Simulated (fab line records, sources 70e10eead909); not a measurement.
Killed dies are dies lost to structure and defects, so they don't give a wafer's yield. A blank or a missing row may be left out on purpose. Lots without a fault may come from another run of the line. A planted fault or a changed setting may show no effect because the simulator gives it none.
Chamber matching | flow nand_harc | NHARC_P_M1_CMP_23 on cmp-01: 4 sister chambers
The step polishes, t overpolish 20 s, target thk 157.82 nm. 8 wafers are shown with their chamber, then 8 later ones without.

WAFERS WITH THEIR CHAMBER
wafer  | chamber | motor_current_A (A) | time_to_endpoint_s (s)
L296.6 | 3       | 10.9                | 25.9
L298.1 | 2       | 12.3                | 29.2
L298.3 | 0       | 11.1                | 26.8
L298.6 | 2       | 12.3                | 26.5
L300.1 | 3       | 10.8                | 25.5
L300.4 | 1       | 15.4                | 24.0
L300.5 | 0       | 11.5                | 23.1
L312.1 | 1       | 14.4                | 28.7

WAFERS WITHOUT THEIR CHAMBER
wafer  | motor_current_A (A) | time_to_endpoint_s (s)
L312.2 | 12.0                | 30.9
L312.3 | 11.1                | 26.1
L314.2 | 10.7                | 24.1
L314.4 | 12.4                | 28.1
L314.5 | 11.9                | 27.5
L313.2 | 10.7                | 27.7
L313.4 | 10.6                | 29.6
L313.5 | 12.5                | 29.6

WHICH CHAMBER EACH WENT THROUGH
wafer  | from the rows above          | in truth
L312.2 | can't be placed: 2 or 0      | 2
L312.3 | can't be placed: 3 or 0      | 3
L314.2 | can't be placed: 3 or 0      | 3
L314.4 | 2                            | 2
L314.5 | can't be placed: 2 or 0 or 3 | 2
L313.2 | can't be placed: 3 or 0      | 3
L313.4 | can't be placed: 3 or 0      | 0
L313.5 | 2                            | 2
Placed correctly: 2 of 8. Can't be placed from these rows: 6 (the true chamber is among the candidates in 6). Placed wrongly: 0.
How it was worked out, from the rows above alone: a wafer's distance from a chamber is the root of the sum, over the readings, of the square of ((its reading less the chamber's mean) divided by the reading's scatter). The wafer belongs to the nearest chamber; if the next one is less than 2 further off, it can't be placed. A chamber's mean is the mean of its shown wafers. The scatter: the root of (the sum of the squares of (reading less its chamber's mean) over the shown wafers, divided by (wafers less chambers)).
